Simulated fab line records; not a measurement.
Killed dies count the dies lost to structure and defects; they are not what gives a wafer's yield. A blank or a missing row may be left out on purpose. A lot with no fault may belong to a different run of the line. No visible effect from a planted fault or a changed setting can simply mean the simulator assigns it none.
What tool caused it? | flow n5 finfet | 11 lots with 33 wafers sampled at 5 steps, on a route of 1938 steps

== WHAT THE GAUGES SHOWED, per wafer ==
N5_BEOL_M4_RC_MEAS_101.
lot  | measured     | on        | DIBL_N (mV/V)
L107 | day 9 11:10  | prober-01 | 39.2 37.5 33.2
L109 | day 10 02:23 | prober-02 | 37.3 33.2 34.2
L112 | day 10 06:55 | prober-02 | 35.6 37.4 34.8
L113 | day 10 10:27 | prober-02 | 35.9 37.2 36.9
L114 | day 10 21:10 | prober-01 | 35.9 37.0 38.1
L115 | day 10 22:46 | prober-01 | 36.2 36.9 35.3
L124 | day 13 05:08 | prober-02 | 36.2 36.8 35.7
L125 | day 13 13:35 | prober-02 | 38.5 39.1 37.1
L129 | day 14 07:49 | prober-02 | 38.0 39.0 37.8
L128 | day 14 14:19 | prober-02 | 38.1 35.2 35.7
L130 | day 14 16:10 | prober-01 | 37.0 36.8 38.7

== TOOL THAT RAN EACH LOT (tool first, then ch and the chambers of the sampled wafers, then the start) ==
lot  | N5_BEOL_M2_PRE_CLEAN_45      | N5_BEOL_M2_SURFACE_TREAT_85  | N5_BEOL_M2_SPUTTER_48        | N5_BEOL_M2_ANNEAL_89
L107 | pvd sputter-01, day 8 03:43  | pvd sputter-03, day 8 04:03  | pvd sputter-01, day 8 04:19  | pvd sputter-01, day 8 05:17
L109 | pvd sputter-03, day 8 13:21  | pvd sputter-02, day 8 13:44  | pvd sputter-01, day 8 13:57  | pvd sputter-01, day 8 14:55
L112 | pvd sputter-01, day 8 13:47  | pvd sputter-03, day 8 14:05  | pvd sputter-03, day 8 14:18  | pvd sputter-03, day 8 15:16
L113 | pvd sputter-02, day 8 21:33  | pvd sputter-01, day 8 23:17  | pvd sputter-03, day 8 23:34  | pvd sputter-03, day 9 00:31
L114 | pvd sputter-03, day 9 02:35  | pvd sputter-03, day 9 03:04  | pvd sputter-01, day 9 03:26  | pvd sputter-01, day 9 04:24
L115 | pvd sputter-01, day 9 07:14  | pvd sputter-02, day 9 07:44  | pvd sputter-03, day 9 08:16  | pvd sputter-03, day 9 09:13
L124 | pvd sputter-03, day 11 17:12 | pvd sputter-02, day 11 17:33 | pvd sputter-03, day 11 17:57 | pvd sputter-03, day 11 18:55
L125 | pvd sputter-02, day 12 09:47 | pvd sputter-02, day 12 10:06 | pvd sputter-02, day 12 10:20 | pvd sputter-02, day 12 11:18
L129 | pvd sputter-02, day 12 16:06 | pvd sputter-02, day 12 16:28 | pvd sputter-01, day 12 16:47 | pvd sputter-01, day 12 17:44
L128 | pvd sputter-03, day 12 20:55 | pvd sputter-02, day 12 21:13 | pvd sputter-01, day 12 21:31 | pvd sputter-01, day 12 22:29
L130 | pvd sputter-02, day 12 23:44 | pvd sputter-02, day 13 00:06 | pvd sputter-01, day 13 00:46 | pvd sputter-01, day 13 01:43
- N5_BEOL_M2_PRE_CLEAN_45: time 30 s.
- N5_BEOL_M2_SURFACE_TREAT_85
- N5_BEOL_M2_SPUTTER_48: material Cu, target thk 4.5 nm, time 8.29 s.
- N5_BEOL_M2_ANNEAL_89: time 240 s.

== THE ANSWER, worked out from the rows above alone ==
Rule: usual is defined by the lots themselves. Put in order of their means at a reading, lots are off if they are a third of the lots or fewer, leave a main group of 4 or more, and stand apart from it by a gap of 3 or more times the standard deviation of the main group's means; of several such gaps the widest counts. A main group whose means are all the same, to the digits that the tables above print for the reading, isn't used. A lot without any number at a reading at which 4 lots or more have one is off too. All remaining lots with rows at the step are treated as sound.
No lot is off on any of the readings shown, so nothing can be concluded from this.

== WHAT THE SIMULATOR HAD INSERTED ==
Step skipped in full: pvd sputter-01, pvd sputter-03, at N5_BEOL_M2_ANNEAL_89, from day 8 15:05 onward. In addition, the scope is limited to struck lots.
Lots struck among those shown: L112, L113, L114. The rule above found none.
